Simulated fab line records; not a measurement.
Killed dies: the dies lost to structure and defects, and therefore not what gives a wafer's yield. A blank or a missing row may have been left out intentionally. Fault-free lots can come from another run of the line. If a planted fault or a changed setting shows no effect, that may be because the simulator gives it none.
Lot-split experiment / flow n5Finfet / route with 1938 steps; 7 lots, 39 wafers read

## ON THE SPLIT
At N5_FIN_CUT_CUT_ETCH_26 (etches SiNx in CH3F/O2, target depth 39 nm, time 55.7 s), the setting targetDepthA was moved away from the recipe's 390 angstrom on 12 of the 39 wafers read, by -3.3% to +12.7%. For the rest of the wafers, this setting stayed at what the recipe calls for.

Reading taken at the split's own step.

## THE READING
etch.depthNm (the simulator's own value, which no gauge read), in nm, at N5_FIN_CUT_CUT_ETCH_26 (etches SiNx in CH3F/O2, target depth 39 nm, time 55.7 s). The file does not state a usual value for it. Average 38.92 nm, standard deviation 0.89 nm, over the 27 wafers here run with the recipe.

wafer=L078.1; tool, chamber at the split=rieDiel-02, 1; targetDepthA as run, angstrom=390; against the recipe=recipe; etch.depthNm, nm=38.16; against lot-mates on the recipe=-
wafer=L078.2; tool, chamber at the split=rieDiel-02, 2; targetDepthA as run, angstrom=438.5; against the recipe=+12.4%; etch.depthNm, nm=44.47; against lot-mates on the recipe=+5.58
wafer=L078.3; tool, chamber at the split=rieDiel-02, 0; targetDepthA as run, angstrom=390; against the recipe=recipe; etch.depthNm, nm=38.45; against lot-mates on the recipe=-
wafer=L078.4; tool, chamber at the split=rieDiel-02, 3; targetDepthA as run, angstrom=438.5; against the recipe=+12.4%; etch.depthNm, nm=44.8; against lot-mates on the recipe=+5.91
wafer=L078.5; tool, chamber at the split=rieDiel-02, 2; targetDepthA as run, angstrom=438.5; against the recipe=+12.4%; etch.depthNm, nm=44.48; against lot-mates on the recipe=+5.59
wafer=L078.6; tool, chamber at the split=rieDiel-02, 3; targetDepthA as run, angstrom=390; against the recipe=recipe; etch.depthNm, nm=40.05; against lot-mates on the recipe=-
wafer=L084.1; tool, chamber at the split=rieDiel-05, 2,0; targetDepthA as run, angstrom=390; against the recipe=recipe; etch.depthNm, nm=40.14; against lot-mates on the recipe=-
wafer=L084.6; tool, chamber at the split=rieDiel-05, 2,0; targetDepthA as run, angstrom=390; against the recipe=recipe; etch.depthNm, nm=40.14; against lot-mates on the recipe=-
wafer=L084.2; tool, chamber at the split=rieDiel-05, 1; targetDepthA as run, angstrom=390; against the recipe=recipe; etch.depthNm, nm=40.28; against lot-mates on the recipe=-
wafer=L084.3; tool, chamber at the split=rieDiel-05, 0; targetDepthA as run, angstrom=390; against the recipe=recipe; etch.depthNm, nm=39.91; against lot-mates on the recipe=-
wafer=L084.4; tool, chamber at the split=rieDiel-05, 3; targetDepthA as run, angstrom=390; against the recipe=recipe; etch.depthNm, nm=38.15; against lot-mates on the recipe=-
wafer=L084.5; tool, chamber at the split=rieDiel-05, 3; targetDepthA as run, angstrom=390; against the recipe=recipe; etch.depthNm, nm=38.11; against lot-mates on the recipe=-
wafer=L090.1; tool, chamber at the split=rieDiel-06, 0; targetDepthA as run, angstrom=390; against the recipe=recipe; etch.depthNm, nm=39.1; against lot-mates on the recipe=-
wafer=L090.2; tool, chamber at the split=rieDiel-06, 2; targetDepthA as run, angstrom=412.6; against the recipe=+5.8%; etch.depthNm, nm=41.01; against lot-mates on the recipe=+2.42
wafer=L090.3; tool, chamber at the split=rieDiel-06, 1; targetDepthA as run, angstrom=390; against the recipe=recipe; etch.depthNm, nm=38.92; against lot-mates on the recipe=-
wafer=L090.4; tool, chamber at the split=rieDiel-06, 3; targetDepthA as run, angstrom=390; against the recipe=recipe; etch.depthNm, nm=37.75; against lot-mates on the recipe=-
wafer=L090.5; tool, chamber at the split=rieDiel-06, 1; targetDepthA as run, angstrom=412.6; against the recipe=+5.8%; etch.depthNm, nm=41.43; against lot-mates on the recipe=+2.84
wafer=L090.6; tool, chamber at the split=rieDiel-06, 2; targetDepthA as run, angstrom=412.6; against the recipe=+5.8%; etch.depthNm, nm=40.85; against lot-mates on the recipe=+2.26
wafer=L092.1; tool, chamber at the split=rieDiel-05, 0; targetDepthA as run, angstrom=390; against the recipe=recipe; etch.depthNm, nm=39.69; against lot-mates on the recipe=-
wafer=L092.2; tool, chamber at the split=rieDiel-05, 1; targetDepthA as run, angstrom=377; against the recipe=-3.3%; etch.depthNm, nm=37.87; against lot-mates on the recipe=-1.07
wafer=L092.3; tool, chamber at the split=rieDiel-05, 3; targetDepthA as run, angstrom=390; against the recipe=recipe; etch.depthNm, nm=37.88; against lot-mates on the recipe=-
wafer=L092.4; tool, chamber at the split=rieDiel-05, 2; targetDepthA as run, angstrom=377; against the recipe=-3.3%; etch.depthNm, nm=38.38; against lot-mates on the recipe=-0.56
wafer=L092.5; tool, chamber at the split=rieDiel-05, 1; targetDepthA as run, angstrom=390; against the recipe=recipe; etch.depthNm, nm=39.25; against lot-mates on the recipe=-
wafer=L092.6; tool, chamber at the split=rieDiel-05, 2; targetDepthA as run, angstrom=377; against the recipe=-3.3%; etch.depthNm, nm=38.09; against lot-mates on the recipe=-0.85
wafer=L093.3; tool, chamber at the split=rieDiel-06, 2; targetDepthA as run, angstrom=390; against the recipe=recipe; etch.depthNm, nm=38.66; against lot-mates on the recipe=-
wafer=L093.4; tool, chamber at the split=rieDiel-06, 3; targetDepthA as run, angstrom=390; against the recipe=recipe; etch.depthNm, nm=37.77; against lot-mates on the recipe=-
wafer=L093.6; tool, chamber at the split=rieDiel-06, 3; targetDepthA as run, angstrom=390; against the recipe=recipe; etch.depthNm, nm=37.76; against lot-mates on the recipe=-
wafer=L096.1; tool, chamber at the split=rieDiel-05, 3; targetDepthA as run, angstrom=390; against the recipe=recipe; etch.depthNm, nm=37.29; against lot-mates on the recipe=-
wafer=L096.2; tool, chamber at the split=rieDiel-05, 1; targetDepthA as run, angstrom=390; against the recipe=recipe; etch.depthNm, nm=39.08; against lot-mates on the recipe=-
wafer=L096.3; tool, chamber at the split=rieDiel-05, 0; targetDepthA as run, angstrom=390; against the recipe=recipe; etch.depthNm, nm=39.23; against lot-mates on the recipe=-
wafer=L096.4; tool, chamber at the split=rieDiel-05, 2; targetDepthA as run, angstrom=390; against the recipe=recipe; etch.depthNm, nm=39.18; against lot-mates on the recipe=-
wafer=L096.5; tool, chamber at the split=rieDiel-05, 2; targetDepthA as run, angstrom=390; against the recipe=recipe; etch.depthNm, nm=38.97; against lot-mates on the recipe=-
wafer=L096.6; tool, chamber at the split=rieDiel-05, 1; targetDepthA as run, angstrom=390; against the recipe=recipe; etch.depthNm, nm=38.94; against lot-mates on the recipe=-
wafer=L097.1; tool, chamber at the split=rieDiel-05, 3; targetDepthA as run, angstrom=439.6; against the recipe=+12.7%; etch.depthNm, nm=42.54; against lot-mates on the recipe=+3.19
wafer=L097.2; tool, chamber at the split=rieDiel-05, 1; targetDepthA as run, angstrom=439.6; against the recipe=+12.7%; etch.depthNm, nm=44.24; against lot-mates on the recipe=+4.89
wafer=L097.3; tool, chamber at the split=rieDiel-05, 0; targetDepthA as run, angstrom=390; against the recipe=recipe; etch.depthNm, nm=39.78; against lot-mates on the recipe=-
wafer=L097.4; tool, chamber at the split=rieDiel-05, 2; targetDepthA as run, angstrom=390; against the recipe=recipe; etch.depthNm, nm=40.31; against lot-mates on the recipe=-
wafer=L097.5; tool, chamber at the split=rieDiel-05, 3; targetDepthA as run, angstrom=390; against the recipe=recipe; etch.depthNm, nm=37.96; against lot-mates on the recipe=-
wafer=L097.6; tool, chamber at the split=rieDiel-05, 0; targetDepthA as run, angstrom=439.6; against the recipe=+12.7%; etch.depthNm, nm=44.84; against lot-mates on the recipe=+5.49
If several chambers appear in one row, that row covers several wafers at once and the file leaves open which wafer was in which chamber.

FIT RESULTS
A straight line over all 39 wafers: etch.depthNm changes by +0.407 nm for each +1% of targetDepthA; r = +0.92; the points scatter about the line by 0.85 nm.
The same after taking each lot's own level away (the mean of its wafers on the recipe; 39 wafers): +0.398 nm for each +1%; r = +0.93; scatter 0.79 nm.
That fit puts the effect of the largest move of targetDepthA on the reading at 5.1 nm.
The lots' own levels span 38.063 to 39.455 nm, that is 1.6 times the standard deviation above.
The two slopes are in agreement: the lot-to-lot level therefore moves the slope only a little.
Check: +5.47 nm against its lot-mates is what the line predicts for one of the wafers moved furthest among these (+12.7%) when that wafer is left out of the fit. It came out at +3.19 nm against them.

## OTHER SPLITS APPLIED TO THESE WAFERS
Before the reading, these wafers also passed through other splits. Each is held against what the fit with the lots' levels taken away leaves over:
other split on the same wafers=N5_FIN_SAQP_HM_DEP_72 timeS; wafers away from the commonest value=15; r with etch.depthNm (lot level and that fit taken away)=-0.06
other split on the same wafers=N5_FIN_SAQP_SPACER1_ALD_24 tempC; wafers away from the commonest value=15; r with etch.depthNm (lot level and that fit taken away)=-0.23

## THE FILE'S OWN FIT
etch.depthNm changes by +0.403 nm for each +1% of targetDepthA, r = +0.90.
